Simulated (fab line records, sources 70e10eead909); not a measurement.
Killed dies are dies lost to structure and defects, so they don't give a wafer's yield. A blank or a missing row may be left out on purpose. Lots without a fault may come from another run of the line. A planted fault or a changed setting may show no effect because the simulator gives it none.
Tool commonality check | flow nand_harc | 14 lots, 42 wafers sampled

WHY IT WAS OPENED
At NHARC_A_ONON_D1_THK_MEAS_18 the reading thk_nm is flagged on 2 of 14 lots. Wafers without a fault read 1000 nm, standard deviation 8.
Rule: a lot is flagged when every wafer of it that has a number lies more than 4 standard deviations from that mean, or none has a number. The other lots count as sound.

lot  | measured     | on            | thk_nm (nm), wafer by wafer | flag
L533 | day 8 18:49  | film_metro-02 | 996 997 998                 |
L534 | day 8 22:37  | film_metro-01 | 1001 1001 1000              |
L536 | day 9 18:14  | film_metro-01 | 1013 1012 1013              |
L538 | day 10 15:11 | film_metro-01 | 999 1000 997                |
L537 | day 10 15:11 | film_metro-02 | 1015 1017 1016              |
L540 | day 12 01:55 | film_metro-02 | 1003 1004 1003              |
L545 | day 13 08:25 | film_metro-01 | 1003 1002 1000              |
L546 | day 14 15:54 | film_metro-01 | 1001 1000 1001              |
L549 | day 15 01:43 | film_metro-01 | 987 988 990                 |
L547 | day 15 01:43 | film_metro-02 | 1077 1078 1078              | FLAGGED
L548 | day 15 05:58 | film_metro-01 | 1091 1089 1088              | FLAGGED
L550 | day 15 12:31 | film_metro-02 | 1005 1003 1005              |
L551 | day 16 01:14 | film_metro-02 | 990 990 991                 |
L555 | day 17 16:55 | film_metro-02 | 997 996 998                 |
The numbers of the flagged lots are 1084 nm on average: +84 nm against the usual, or +10 standard deviations.

WHICH TOOL RAN EACH LOT
The record holds 1 process step before the reading, out of a route of 1302 steps. In each cell: the tool, then ch and the chambers that the sampled wafers went through, then the start.
lot  | flag    | NHARC_A_ONON_D1_DEP_16
L533 |         | pecvd_onon-03 ch 0, day 8 18:18
L534 |         | pecvd_onon-04 ch 0, day 8 22:09
L536 |         | pecvd_onon-02 ch 0, day 9 17:44
L538 |         | pecvd_onon-04 ch 0, day 10 14:40
L537 |         | pecvd_onon-02 ch 0, day 10 14:40
L540 |         | pecvd_onon-02 ch 0, day 12 01:28
L545 |         | pecvd_onon-02 ch 0, day 13 07:54
L546 |         | pecvd_onon-04 ch 0, day 14 15:26
L549 |         | pecvd_onon-04 ch 0, day 15 01:13
L547 | FLAGGED | pecvd_onon-02 ch 0, day 15 01:16
L548 | FLAGGED | pecvd_onon-02 ch 0, day 15 05:31
L550 |         | pecvd_onon-04 ch 0, day 15 12:00
L551 |         | pecvd_onon-03 ch 0, day 16 00:43
L555 |         | pecvd_onon-04 ch 0, day 17 16:24
What these steps do:
- NHARC_A_ONON_D1_DEP_16: target thk 1000 nm.
- NHARC_A_ONON_D1_THK_MEAS_18: measures by ellipsometry.

FLAGGED OVER TOTAL, TOOL BY TOOL (the gauges that took the reading come last)
step                        | tool          | lots run | flagged | share of the flagged lots | sound lots run after its first flagged lot
NHARC_A_ONON_D1_DEP_16      | pecvd_onon-02 | 6        | 2       | all                       | 0
NHARC_A_ONON_D1_DEP_16      | pecvd_onon-03 | 2        | 0       | none                      | -
NHARC_A_ONON_D1_DEP_16      | pecvd_onon-04 | 6        | 0       | none                      | -
NHARC_A_ONON_D1_THK_MEAS_18 | film_metro-01 | 7        | 1       | some                      | 0
NHARC_A_ONON_D1_THK_MEAS_18 | film_metro-02 | 7        | 1       | some                      | 3 (L550,L551,L555)

WHAT THE TABLE ALLOWS
1 row of the table ran every flagged lot: pecvd_onon-02 at NHARC_A_ONON_D1_DEP_16.
- pecvd_onon-02 at NHARC_A_ONON_D1_DEP_16: 2 of its 6 lots flagged. Its last sound lot is L545 (day 13 07:54), its first flagged lot L547 (day 15 01:16): a fault that began between those two fits.
One tool is left: pecvd_onon-02 at NHARC_A_ONON_D1_DEP_16.

WHAT THE SIMULATOR HAD PUT IN
Process parameter drift: pecvd_onon-02, from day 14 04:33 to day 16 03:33, at NHARC_A_ONON_D1_DEP_16. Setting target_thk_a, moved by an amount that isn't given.
Lots struck among those shown: L547, L548. The rule above found the same.
